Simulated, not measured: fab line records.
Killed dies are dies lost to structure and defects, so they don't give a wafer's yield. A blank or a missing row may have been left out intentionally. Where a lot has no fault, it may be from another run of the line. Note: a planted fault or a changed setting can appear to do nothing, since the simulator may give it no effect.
Chamber matching	flow n5-finfet	N5_BEOL_M0_SAQP_ETCH_106 on rie-diel-04: 4 sister chambers
The step etches SOC in N2/H2, stops on SiNx, target depth 150 nm. 4 wafers are shown with their chamber, then 12 later ones without.

== WAFERS, EACH WITH ITS CHAMBER ==
wafer	chamber	drypump-motor-current-A (A)
L086.2	2	5.7
L089.2	1	6.3
L089.4	3	5.7
L089.6	0	5.6

== WAFERS WITHOUT THEIR CHAMBER ==
wafer	drypump-motor-current-A (A)
L090.1	5.8
L090.2	5.6
L090.6	5.7
L091.4	5.6
L091.5	6.3
L091.6	5.7
L096.1	5.7
L096.2	5.7
L096.3	6.3
L096.4	5.6
L096.5	5.7
L096.6	6.3

== WHICH CHAMBER EACH WENT THROUGH ==
wafer	from the rows above	in truth
L090.1	can't be placed: 2 or 3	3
L090.2	0	0
L090.6	can't be placed: 2 or 3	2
L091.4	0	0
L091.5	1	1
L091.6	can't be placed: 2 or 3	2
L096.1	can't be placed: 2 or 3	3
L096.2	can't be placed: 2 or 3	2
L096.3	1	1
L096.4	0	0
L096.5	can't be placed: 2 or 3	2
L096.6	1	1
6 of 12 placed correctly. From these rows, 6 cannot be placed; in 6 the true chamber is one of the candidates. 0 placed wrongly.
How it was worked out, from the rows above alone: a wafer's distance from a chamber is the root of the sum, over the readings, of the square of ((its reading less the chamber's mean) divided by the reading's scatter). If the next closest chamber is less than 2 further off than the closest, the wafer can't be placed; otherwise it belongs to the closest. The mean given for a chamber averages the wafers shown for that chamber. The scatter: with one shown wafer a chamber, the root of the mean of the squares of how far each hidden wafer lies from its nearest shown one.
